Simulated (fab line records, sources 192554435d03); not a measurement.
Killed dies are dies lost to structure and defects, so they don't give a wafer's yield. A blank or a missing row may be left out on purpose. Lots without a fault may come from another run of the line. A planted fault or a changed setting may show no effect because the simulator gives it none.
Which tool did it? | flow n5_finfet | 24 lots, 72 wafers sampled, at 5 steps of a route of 1938

WHAT THE GAUGES READ, wafer by wafer
N5_HKMG_FIN_THK_MEAS_70: measures by xrf. Usual: HK_THK 1.572 nm, standard deviation 0.022.
lot  | measured     | on            | HK_THK (nm)       | flag
L074 | day 4 05:07  | film_metro-02 | 1.537 1.587 1.581 |
L075 | day 4 07:55  | film_metro-02 | 1.572 1.578 1.607 |
L076 | day 4 12:55  | film_metro-02 | 1.541 1.538 1.515 |
L077 | day 4 20:20  | film_metro-01 | 1.572 1.571 1.555 |
L078 | day 5 05:44  | film_metro-02 | 1.604 1.561 1.614 |
L079 | day 5 11:10  | film_metro-01 | 1.563 1.556 1.560 |
L080 | day 5 17:55  | film_metro-02 | 1.618 1.599 1.595 |
L081 | day 5 20:45  | film_metro-02 | 1.600 1.594 1.634 |
L082 | day 6 06:17  | film_metro-02 | 1.551 1.580 1.579 |
L083 | day 6 10:55  | film_metro-02 | 1.550 1.561 1.528 |
L084 | day 6 13:16  | film_metro-02 | 1.580 1.544 1.557 |
L085 | day 6 21:13  | film_metro-02 | 1.570 1.582 1.576 |
L086 | day 7 01:16  | film_metro-02 | 1.566 1.598 1.566 |
L087 | day 7 07:20  | film_metro-02 | 1.521 1.555 1.540 |
L088 | day 7 13:19  | film_metro-01 | 1.558 1.584 1.583 |
L089 | day 7 20:49  | film_metro-02 | 1.551 1.531 1.569 |
L090 | day 8 00:59  | film_metro-01 | 1.583 1.569 1.580 |
L091 | day 8 08:53  | film_metro-01 | 1.567 1.566 1.580 |
L092 | day 8 14:22  | film_metro-02 | 1.539 1.558 1.594 |
L093 | day 8 22:58  | film_metro-02 | 1.572 1.569 1.532 |
L094 | day 9 02:57  | film_metro-02 | 1.578 1.589 1.563 |
L095 | day 9 06:53  | film_metro-01 | 1.558 1.578 1.566 |
L096 | day 9 20:28  | film_metro-02 | 1.555 1.546 1.566 |
L097 | day 10 02:52 | film_metro-01 | 1.593 1.574 1.573 |

WHICH TOOL RAN EACH LOT (tool, then ch and the chambers of the sampled wafers, then the start)
lot  | N5_HKMG_FIN_HK_ALD_01           | N5_HKMG_FIN_ALD_74              | N5_HKMG_FIN_STRIP_57               | N5_HKMG_FIN_ALD_79
L074 | ald_hk-02 ch 0,2, day 4 01:08   | ald_hk-03 ch 0,2, day 4 01:43   | rie_diel-04 ch 0,1,2, day 4 02:53  | ald_metal-02 ch 0,3, day 4 03:58
L075 | ald_hk-02 ch 0,1,3, day 4 04:02 | ald_hk-03 ch 0,2,3, day 4 04:37 | rie_diel-06 ch 0,3, day 4 05:40    | ald_metal-03 ch 2,3, day 4 06:46
L076 | ald_hk-01 ch 0,2, day 4 09:20   | ald_hk-02 ch 0,1,3, day 4 09:53 | rie_diel-04 ch 0,1,2, day 4 10:44  | ald_metal-02 ch 1,2, day 4 11:50
L077 | ald_hk-03 ch 1,3, day 4 16:31   | ald_hk-02 ch 0,1,3, day 4 17:05 | rie_diel-06 ch 0,1,2, day 4 18:13  | ald_metal-01 ch 0,1, day 4 19:17
L078 | ald_hk-01 ch 0,1, day 5 01:30   | ald_hk-03 ch 0,2,3, day 5 02:09 | rie_diel-06 ch 0,1,3, day 5 03:29  | ald_metal-02 ch 0,1,2, day 5 04:37
L079 | ald_hk-03 ch 1,2,3, day 5 07:20 | ald_hk-01 ch 1,2,3, day 5 07:55 | rie_diel-06 ch 0,1, day 5 08:50    | ald_metal-02 ch 0,1, day 5 09:55
L080 | ald_hk-02 ch 0,1, day 5 14:22   | ald_hk-03 ch 0,1,2, day 5 14:46 | rie_diel-06 ch 1,3, day 5 15:37    | ald_metal-02 ch 0,1, day 5 16:44
L081 | ald_hk-02 ch 1,2, day 5 17:26   | ald_hk-03 ch 2,3, day 5 17:50   | rie_diel-05 ch 1,2,3, day 5 18:37  | ald_metal-02 ch 2,3, day 5 19:43
L082 | ald_hk-02 ch 0,1,2, day 6 02:47 | ald_hk-03 ch 1,2,3, day 6 03:15 | rie_diel-04 ch 0,1,2, day 6 04:10  | ald_metal-02 ch 0,1,3, day 6 05:15
L083 | ald_hk-03 ch 1,3, day 6 07:27   | ald_hk-02 ch 2,3, day 6 07:51   | rie_diel-06 ch 1,2, day 6 08:40    | ald_metal-02 ch 0,3, day 6 09:49
L084 | ald_hk-03 ch 0,1,2, day 6 09:49 | ald_hk-02 ch 2,3, day 6 10:14   | rie_diel-05 ch 0,1, day 6 11:02    | ald_metal-02 ch 0,2,3, day 6 12:07
L085 | ald_hk-01 ch 0,1, day 6 17:35   | ald_hk-02 ch 1,3, day 6 17:59   | rie_diel-06 ch 0,3, day 6 19:03    | ald_metal-01 ch 0,1,3, day 6 20:08
L086 | ald_hk-03 ch 1,2,3, day 6 21:43 | ald_hk-01 ch 0,2,3, day 6 22:07 | rie_diel-04 ch 2,3, day 6 22:54    | ald_metal-02 ch 1,2,3, day 6 23:59
L087 | ald_hk-03 ch 1,3, day 7 03:43   | ald_hk-01 ch 0,2, day 7 04:22   | rie_diel-04 ch 2,3, day 7 05:10    | ald_metal-02 ch 0,1,3, day 7 06:15
L088 | ald_hk-03 ch 0,2,3, day 7 09:49 | ald_hk-01 ch 2,3, day 7 10:13   | rie_diel-06 ch 0,2,3, day 7 11:11  | ald_metal-03 ch 0,2,3, day 7 12:16
L089 | ald_hk-01 ch 0,3, day 7 16:08   | ald_hk-02 ch 2,3, day 7 16:46   | rie_diel-06 ch 0,2,3, day 7 18:40  | ald_metal-03 ch 0,1,2, day 7 19:46
L090 | ald_hk-03 ch 1,2,3, day 7 21:26 | ald_hk-02 ch 2,3, day 7 21:55   | rie_diel-06 ch 1,3, day 7 22:50    | ald_metal-03 ch 2,3, day 7 23:55
L091 | ald_hk-03 ch 0,2,3, day 8 05:06 | ald_hk-02 ch 0,1,2, day 8 05:42 | rie_diel-06 ch 1,2,3, day 8 06:45  | ald_metal-01 ch 1,2,3, day 8 07:50
L092 | ald_hk-03 ch 0,1, day 8 10:58   | ald_hk-02 ch 0,1, day 8 11:26   | rie_diel-04 ch 0,1, day 8 12:14    | ald_metal-02 ch 0,3, day 8 13:19
L093 | ald_hk-01 ch 1,2,3, day 8 19:30 | ald_hk-02 ch 0,1, day 8 19:55   | rie_diel-06 ch 0,1,2, day 8 20:50  | ald_metal-03 ch 0,1,3, day 8 21:56
L094 | ald_hk-03 ch 1,2, day 8 23:37   | ald_hk-02 ch 0,1,2, day 9 00:02 | rie_diel-06 ch 1,3, day 9 00:49    | ald_metal-03 ch 0,2,3, day 9 01:55
L095 | ald_hk-01 ch 0,1,3, day 9 03:08 | ald_hk-03 ch 0,1,3, day 9 03:32 | rie_diel-06 ch 0,1,3, day 9 04:45  | ald_metal-03 ch 0,2,3, day 9 05:50
L096 | ald_hk-03 ch 1,2,3, day 9 17:07 | ald_hk-01 ch 0,1,2, day 9 17:31 | rie_diel-04 ch 1,2,3, day 9 18:19  | ald_metal-03 ch 1,2,3, day 9 19:26
L097 | ald_hk-01 ch 1,2,3, day 9 23:25 | ald_hk-03 ch 0,1,2, day 9 23:49 | rie_diel-04 ch 0,2,3, day 10 00:44 | ald_metal-02 ch 2,3, day 10 01:49
- N5_HKMG_FIN_HK_ALD_01: deposits HfO2, target thk 1.6 nm, pulse time 3 s, purge time 3 s.
- N5_HKMG_FIN_ALD_74: deposits La2O3, target thk 0.5 nm, pulse time 6 s, co reactant pulse time 1 s.
- N5_HKMG_FIN_STRIP_57: strips in CF4.
- N5_HKMG_FIN_ALD_79: deposits TiN, target thk 1.5 nm, pulse time 1 s, purge time 3 s.

WHAT THE TOOLS THEMSELVES READ (means of the sampled wafers that have a number; where no wafer has one, the mark that the record gives instead)
N5_HKMG_FIN_HK_ALD_01. Usual: precursor_pulse_height_rel 1.003, standard deviation 0.02.
lot  | tool      | precursor_pulse_height_rel | flag
L074 | ald_hk-02 | 1.035                      |
L075 | ald_hk-02 | 1.010                      |
L076 | ald_hk-01 | 0.989                      |
L077 | ald_hk-03 | 0.991                      |
L078 | ald_hk-01 | 1.023                      |
L079 | ald_hk-03 | 1.019                      |
L080 | ald_hk-02 | 1.000                      |
L081 | ald_hk-02 | 0.997                      |
L082 | ald_hk-02 | 1.020                      |
L083 | ald_hk-03 | 0.988                      |
L084 | ald_hk-03 | 1.003                      |
L085 | ald_hk-01 | 1.007                      |
L086 | ald_hk-03 | 1.003                      |
L087 | ald_hk-03 | 0.976                      |
L088 | ald_hk-03 | 1.011                      |
L089 | ald_hk-01 | 1.007                      |
L090 | ald_hk-03 | 0.999                      |
L091 | ald_hk-03 | 0.981                      |
L092 | ald_hk-03 | 0.997                      |
L093 | ald_hk-01 | 1.030                      |
L094 | ald_hk-03 | 0.998                      |
L095 | ald_hk-01 | 1.000                      |
L096 | ald_hk-03 | 1.000                      |
L097 | ald_hk-01 | 1.001                      |

N5_HKMG_FIN_ALD_74. Usual: heater_power_w 350 W, standard deviation 34; precursor_pulse_height_rel 0.998, standard deviation 0.018.
lot  | tool      | heater_power_w (W) | precursor_pulse_height_rel | flag
L074 | ald_hk-03 | 318                | 0.995                      |
L075 | ald_hk-03 | 345                | 1.016                      |
L076 | ald_hk-02 | 349                | 0.992                      |
L077 | ald_hk-02 | 351                | 0.991                      |
L078 | ald_hk-03 | 351                | 0.991                      |
L079 | ald_hk-01 | 372                | 1.001                      |
L080 | ald_hk-03 | 331                | 1.004                      |
L081 | ald_hk-03 | 379                | 0.996                      |
L082 | ald_hk-03 | 367                | 1.005                      |
L083 | ald_hk-02 | 383                | 0.983                      |
L084 | ald_hk-02 | 361                | 0.997                      |
L085 | ald_hk-02 | 345                | 0.989                      |
L086 | ald_hk-01 | 352                | 1.000                      |
L087 | ald_hk-01 | 362                | 1.013                      |
L088 | ald_hk-01 | 378                | 0.982                      |
L089 | ald_hk-02 | 359                | 1.000                      |
L090 | ald_hk-02 | 353                | 0.997                      |
L091 | ald_hk-02 | 328                | 1.000                      |
L092 | ald_hk-02 | 330                | 1.011                      |
L093 | ald_hk-02 | 324                | 1.012                      |
L094 | ald_hk-02 | 336                | 0.988                      |
L095 | ald_hk-03 | 358                | 0.997                      |
L096 | ald_hk-01 | 357                | 0.989                      |
L097 | ald_hk-03 | 338                | 0.995                      |

N5_HKMG_FIN_STRIP_57. Usual: bias_power_w 74.99 W, standard deviation 0.21; drypump_motor_current_A 5.7 A, standard deviation 0.58; oes_product_au 0.75 a.u., standard deviation 0.062; power_w 300.0 W, standard deviation 0.9; rf_vpp_V 271.3 V, standard deviation 1.3; showerhead_plenum_p_Torr 1.81 Torr, standard deviation 0.06; throttle_valve_pct 13.74 %, standard deviation 0.26.
lot  | tool        | bias_power_w (W) | drypump_motor_current_A (A) | oes_product_au (a.u.) | power_w (W) | rf_vpp_V (V) | showerhead_plenum_p_Torr (Torr) | throttle_valve_pct (%) | flag
L074 | rie_diel-04 | 74.97            | 6.1                         | 0.72                  | 300.3       | 271.6        | 1.83                            | 13.86                  |
L075 | rie_diel-06 | 74.72            | 6.1                         | 0.75                  | 299.7       | 270.4        | 1.79                            | 13.83                  |
L076 | rie_diel-04 | 74.89            | 6.0                         | 0.72                  | 300.0       | 272.1        | 1.83                            | 13.87                  |
L077 | rie_diel-06 | 74.97            | 5.4                         | 0.75                  | 299.7       | 271.9        | 1.83                            | 13.72                  |
L078 | rie_diel-06 | 75.00            | 5.6                         | 0.75                  | 300.2       | 270.6        | 1.79                            | 13.76                  |
L079 | rie_diel-06 | 75.00            | 5.7                         | 0.71                  | 300.1       | 270.9        | 1.78                            | 13.94                  |
L080 | rie_diel-06 | 74.91            | 5.5                         | 0.78                  | 300.9       | 271.3        | 1.81                            | 13.59                  |
L081 | rie_diel-05 | 74.99            | 5.6                         | 0.75                  | 300.2       | 271.1        | 1.78                            | 13.63                  |
L082 | rie_diel-04 | 75.06            | 6.1                         | 0.70                  | 300.4       | 272.1        | 1.83                            | 13.89                  |
L083 | rie_diel-06 | 74.88            | 5.0                         | 0.77                  | 299.6       | 270.8        | 1.87                            | 13.53                  |
L084 | rie_diel-05 | 75.18            | 5.1                         | 0.67                  | 299.6       | 268.2        | 1.69                            | 13.94                  |
L085 | rie_diel-06 | 74.88            | 6.1                         | 0.73                  | 299.6       | 270.5        | 1.79                            | 13.89                  |
L086 | rie_diel-04 | 74.96            | 5.8                         | 0.70                  | 300.5       | 270.5        | 1.76                            | 13.85                  |
L087 | rie_diel-04 | 74.88            | 6.0                         | 0.74                  | 300.8       | 269.9        | 1.74                            | 13.81                  |
L088 | rie_diel-06 | 74.88            | 5.7                         | 0.76                  | 299.0       | 272.1        | 1.83                            | 13.68                  |
L089 | rie_diel-06 | 75.04            | 5.7                         | 0.76                  | 299.4       | 272.0        | 1.83                            | 13.68                  |
L090 | rie_diel-06 | 75.27            | 5.2                         | 0.74                  | 300.4       | 270.9        | 1.79                            | 13.73                  |
L091 | rie_diel-06 | 75.17            | 5.3                         | 0.76                  | 301.0       | 272.7        | 1.83                            | 13.60                  |
L092 | rie_diel-04 | 75.14            | 6.4                         | 0.72                  | 299.5       | 271.9        | 1.85                            | 13.86                  |
L093 | rie_diel-06 | 74.92            | 5.4                         | 0.73                  | 299.3       | 271.0        | 1.82                            | 13.79                  |
L094 | rie_diel-06 | 75.16            | 5.2                         | 0.73                  | 300.2       | 271.3        | 1.79                            | 13.74                  |
L095 | rie_diel-06 | 75.04            | 5.7                         | 0.72                  | 300.3       | 272.0        | 1.79                            | 13.83                  |
L096 | rie_diel-04 | 75.04            | 5.9                         | 0.79                  | 299.8       | 271.1        | 1.77                            | 13.81                  |
L097 | rie_diel-04 | 74.73            | 6.2                         | 0.80                  | 298.9       | 270.5        | 1.78                            | 13.65                  |

N5_HKMG_FIN_ALD_79. Usual: heater_power_w 827 W, standard deviation 100; precursor_pulse_height_rel 1.001, standard deviation 0.019.
lot  | tool         | heater_power_w (W) | precursor_pulse_height_rel | flag
L074 | ald_metal-02 | 866                | 0.984                      |
L075 | ald_metal-03 | 840                | 1.016                      |
L076 | ald_metal-02 | 770                | 1.012                      |
L077 | ald_metal-01 | 807                | 1.004                      |
L078 | ald_metal-02 | 782                | 1.000                      |
L079 | ald_metal-02 | 730                | 0.983                      |
L080 | ald_metal-02 | 734                | 1.024                      |
L081 | ald_metal-02 | 877                | 1.009                      |
L082 | ald_metal-02 | 792                | 0.998                      |
L083 | ald_metal-02 | 814                | 1.014                      |
L084 | ald_metal-02 | 841                | 0.998                      |
L085 | ald_metal-01 | 793                | 0.992                      |
L086 | ald_metal-02 | 820                | 0.990                      |
L087 | ald_metal-02 | 788                | 0.984                      |
L088 | ald_metal-03 | 817                | 1.002                      |
L089 | ald_metal-03 | 848                | 1.006                      |
L090 | ald_metal-03 | 855                | 0.993                      |
L091 | ald_metal-01 | 782                | 0.999                      |
L092 | ald_metal-02 | 874                | 0.979                      |
L093 | ald_metal-03 | 959                | 1.001                      |
L094 | ald_metal-03 | 814                | 0.989                      |
L095 | ald_metal-03 | 815                | 1.013                      |
L096 | ald_metal-03 | 880                | 0.999                      |
L097 | ald_metal-02 | 901                | 1.010                      |

THE ANSWER, worked out from the rows above alone
Rule: a lot is off if the mean of its wafers that have a number lies more than 3 standard deviations from the usual mean. A lot without any number at a reading at which 4 lots or more have one is off too. The other lots that the step has rows for count as sound. The gauges are gone through in route order, then the tools' own readings, and for those a lot's mean is taken as printed above. The first step at which some lot is off is used, and at that step the reading that is off furthest; a lot without a number counts as furthest.
No lot is off at any reading shown: from this, nothing can be told.

WHAT THE SIMULATOR HAD PUT IN
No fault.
